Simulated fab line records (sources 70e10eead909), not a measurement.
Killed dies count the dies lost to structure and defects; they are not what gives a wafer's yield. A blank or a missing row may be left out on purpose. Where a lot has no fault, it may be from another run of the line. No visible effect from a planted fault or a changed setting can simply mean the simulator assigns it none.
Chamber matching ; flow nand-harc ; cmp-02 running NHARC_A_STAIRCASE_CMP_472: 4 sister chambers
The step polishes SiO2. 8 wafers are shown with their chamber, then 7 later ones without.

WAFERS, EACH WITH ITS CHAMBER
wafer;chamber;motor-current-A (A);slurry-flow-ml-min
L812.6;1;13.6;149.8
L816.4;1;13.6;150.0
L816.5;3;11.6;149.6
L822.2;3;12.7;149.9
L822.4;0;14.8;150.1
L822.6;2;13.9;149.7
L827.1;2;11.7;150.6
L827.4;0;15.0;149.3

WAFERS WHOSE CHAMBER IS MISSING
wafer;motor-current-A (A);slurry-flow-ml-min
L827.5;15.1;149.4
L829.2;12.2;149.9
L829.4;14.3;149.9
L829.5;15.1;150.7
L831.2;12.2;150.2
L831.4;12.8;149.5
L831.5;12.4;150.1

THE CHAMBER EACH PASSED THROUGH
wafer;from the rows above;in truth
L827.5;can't be placed: 0 or 1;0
L829.2;can't be placed: 3 or 2 or 1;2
L829.4;can't be placed: 1 or 0 or 2 or 3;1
L829.5;can't be placed: 0 or 1 or 2 or 3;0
L831.2;can't be placed: 2 or 3 or 1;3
L831.4;can't be placed: 3 or 1 or 2 or 0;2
L831.5;can't be placed: 2 or 3 or 1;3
0 of 7 placed correctly. From these rows, 7 cannot be placed; in 7 the true chamber is one of the candidates. Wrongly placed: 0.
How it was worked out, from the rows above alone: a wafer's distance from a chamber is the root of the sum, over the readings, of the square of ((its reading less the chamber's mean) divided by the reading's scatter). The wafer belongs to the nearest chamber; if the next one is less than 2 further off, it can't be placed. For every chamber, the mean is computed from those of its wafers that are shown. How the scatter is found: for the shown wafers, subtract from each reading the mean of its chamber, square and add these, divide the total by (wafers less chambers), then take the root.
